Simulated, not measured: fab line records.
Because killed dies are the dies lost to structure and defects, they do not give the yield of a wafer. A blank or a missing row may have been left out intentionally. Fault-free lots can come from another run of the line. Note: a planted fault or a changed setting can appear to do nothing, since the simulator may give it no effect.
A struck lot beside a sound one / flow nand-harc / 14 out of 1302 route steps
Sound: the wafers L105.3, L105.5, L105.6. Wafers L112.2, L112.4, L112.6 were the ones struck. The cause comes at the end.
For every step that has rows: the tool of each side, followed by ch and its chambers, followed by its first start. Under that, the readings that differ: sound wafers / struck wafers / difference of the means / sigmas: that difference in standard deviations of wafers without a fault.
alike: same words and numbers on both sides, and readings whose means sit less than 2 such deviations apart. not compared: any withheld reading, any reading some wafer has no value for, any bound like >300 that may hide the same value, and any number with overlapping values for which the record gives no deviation.
A row with sigmas, a row that says differs or no value, or rows on one side alone: a step with any of these is where the two part. Numbers that have no deviation but don't overlap get no sigmas and don't part them. A reading missing from all wafers of one side parts the sides only when that side holds two or more wafers.

first, 2 steps without rows for these wafers: NHARC_A_DECK1_JOINT_ANNEAL_28 (time 1800 s); NHARC_A_DECK1_JOINT_ANNEAL_29 (time 1800 s).
NHARC_A_DECK1_JOINT_CMP_02: polishes SiOx.
  sound on cmp-02 ch 1,2, day 12 18:41; struck on cmp-01 ch 0,1,3, day 15 18:49
  alike: motor-current-A, slurry-filter-dp-kPa, slurry-flow-ml-min
next, for these wafers, 1 step has no rows: NHARC_A_DECK1_JOINT_SRD_15.
NHARC_A_DECK1_JOINT_DEP_16: deposits SiO2, target thk 45 nm.
  sound on pecvd-01 ch 0,2, day 12 19:07; struck on pecvd-01 ch 0,2, day 15 19:11
  alike: heater-power-w, throttle-valve-pct
NHARC_A_DECK1_JOINT_THK_MEAS_17: measures by ellipsometry.
  sound: film-metro-01 at day 12 19:22; struck: film-metro-01 at day 15 19:28
  alike: thk-nm
NHARC_A_DECK1_JOINT_INSPECT_05:
  sound: defect-inspect-02 at day 12 19:25; struck: defect-inspect-02 at day 15 19:30
  alike: raw-defect-count
then NHARC_A_ONON_D2_DEP_00 (target thk 1000 nm), 1 step lacking rows for these wafers.
NHARC_A_ONON_D2_THK_MEAS_02: measures by ellipsometry.
  sound: film-metro-01 at day 12 19:59; struck: film-metro-01 at day 15 20:05
  alike: thk-nm
then NHARC_A_ONON_D2_DEP_03 (target thk 1000 nm), 1 step lacking rows for these wafers.
NHARC_A_ONON_D2_THK_MEAS_05: measures by ellipsometry.
  sound: film-metro-01 at day 12 20:32; struck: film-metro-01 at day 15 20:40
reading=thk-nm (nm); sound=994 992 992; struck=1020 1020 1020; difference=+27; sigmas=+3
NHARC_A_ONON_D2_DEP_06: target thk 1000 nm.
  sound on pecvd-onon-02 ch 0, day 12 20:43; struck on pecvd-onon-02 ch 0, day 15 20:47
NHARC_A_ONON_D2_THK_MEAS_08: measures by ellipsometry.
  sound: film-metro-02 at day 12 21:08; struck: film-metro-02 at day 15 21:25
reading=thk-nm (nm); sound=986 985 986; struck=1557 1559 1561; difference=+573; sigmas=+48
  not compared: hold
NHARC_END_SORT_01:
  the record has rows for the sound wafers here (prober-02 ch 0, day 25 02:29) and none for the struck ones

WHERE THEY PART
Earliest at NHARC_A_ONON_D2_THK_MEAS_05; latest, in this record, at NHARC_END_SORT_01.

WHY: what had been put in by the simulator
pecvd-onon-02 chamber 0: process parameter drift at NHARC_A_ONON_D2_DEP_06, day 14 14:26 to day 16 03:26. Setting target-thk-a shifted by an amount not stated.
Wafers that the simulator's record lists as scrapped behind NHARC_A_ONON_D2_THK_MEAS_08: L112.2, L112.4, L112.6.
